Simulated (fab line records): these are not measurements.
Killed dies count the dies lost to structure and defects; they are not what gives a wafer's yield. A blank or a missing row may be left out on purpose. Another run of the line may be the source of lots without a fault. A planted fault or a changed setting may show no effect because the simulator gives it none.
Matching of chambers | flow nand harc | rie diel-02 running NHARC_A_CONTACT_ETCH_110: 4 sister chambers
The step etches the open film in CF4/O2, target depth 50 nm, overetch 5 nm, time 27.5 s. 4 wafers are shown with their chamber, then 8 later ones without.

== WAFERS PAIRED WITH THEIR CHAMBERS ==
wafer  | chamber | showerhead plenum p Torr (Torr)
L627.1 | 2       | 1.25
L631.5 | 0       | 1.41
L631.6 | 3       | 1.39
L647.2 | 1       | 1.35

== WAFERS WITHOUT THEIR CHAMBER ==
wafer  | showerhead plenum p Torr (Torr)
L647.3 | 1.38
L647.6 | 1.38
L645.2 | 1.24
L645.3 | 1.35
L645.4 | 1.40
L646.1 | 1.35
L646.3 | 1.40
L646.4 | 1.38

== CHAMBER TAKEN BY EACH ==
wafer  | from the rows above     | in truth
L647.3 | 3                       | 3
L647.6 | 3                       | 3
L645.2 | 2                       | 2
L645.3 | 1                       | 1
L645.4 | can't be placed: 0 or 3 | 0
L646.1 | 1                       | 1
L646.3 | can't be placed: 0 or 3 | 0
L646.4 | 3                       | 3
Correctly placed: 6 of 8. From these rows, 2 cannot be placed; in 2 the true chamber is one of the candidates. Number placed wrongly: 0.
How it was worked out, from the rows above alone: a wafer's distance from a chamber is the root of the sum, over the readings, of the square of ((its reading less the chamber's mean) divided by the reading's scatter). If the next closest chamber is less than 2 further off than the closest, the wafer can't be placed; otherwise it belongs to the closest. Each chamber's mean is taken over the wafers shown for it. The scatter (one wafer shown for each chamber): square how far every hidden wafer sits from the nearest shown wafer, average those squares and take the square root.
